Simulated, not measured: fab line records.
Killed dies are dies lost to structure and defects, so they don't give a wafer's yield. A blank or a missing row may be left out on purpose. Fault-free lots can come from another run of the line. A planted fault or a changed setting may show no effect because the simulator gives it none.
Matching of chambers | flow nandHarc | NHARC_P_M1_DEP_33 on pecvd-04 has 3 sister chambers
The step deposits SiCN, target thk 30 nm. 3 wafers are shown with their chamber, then 11 later ones without.

== EACH WAFER AND ITS CHAMBER ==
wafer  | chamber | heaterPowerW (W)
L089.3 | 0       | 550
L089.6 | 1       | 598
L091.2 | 2       | 659

== WAFERS WHOSE CHAMBER IS MISSING ==
wafer  | heaterPowerW (W)
L091.3 | 640
L091.4 | 659
L094.1 | 458
L094.4 | 476
L094.6 | 674
L095.2 | 629
L095.3 | 663
L095.6 | 621
L097.2 | 482
L097.3 | 704
L097.5 | 701

== EACH ONE'S CHAMBER ==
wafer  | from the rows above          | in truth
L091.3 | can't be placed: 2 or 1 or 0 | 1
L091.4 | can't be placed: 2 or 1      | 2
L094.1 | can't be placed: 0 or 1      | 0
L094.4 | can't be placed: 0 or 1      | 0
L094.6 | can't be placed: 2 or 1      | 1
L095.2 | can't be placed: 2 or 1 or 0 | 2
L095.3 | can't be placed: 2 or 1      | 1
L095.6 | can't be placed: 1 or 2 or 0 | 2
L097.2 | can't be placed: 0 or 1      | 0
L097.3 | can't be placed: 2 or 1      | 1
L097.5 | can't be placed: 2 or 1      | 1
Correctly placed: 0 of 11. Not placeable from these rows: 11 (in 11, the candidates include the true chamber). Placed wrongly: 0.
How it was worked out, from the rows above alone: a wafer's distance from a chamber is the root of the sum, over the readings, of the square of ((its reading less the chamber's mean) divided by the reading's scatter). The wafer belongs to the nearest chamber; if the next one is less than 2 further off, it can't be placed. Each chamber's mean is taken over the wafers shown for it. The scatter: with one shown wafer a chamber, the root of the mean of the squares of how far each hidden wafer lies from its nearest shown one.
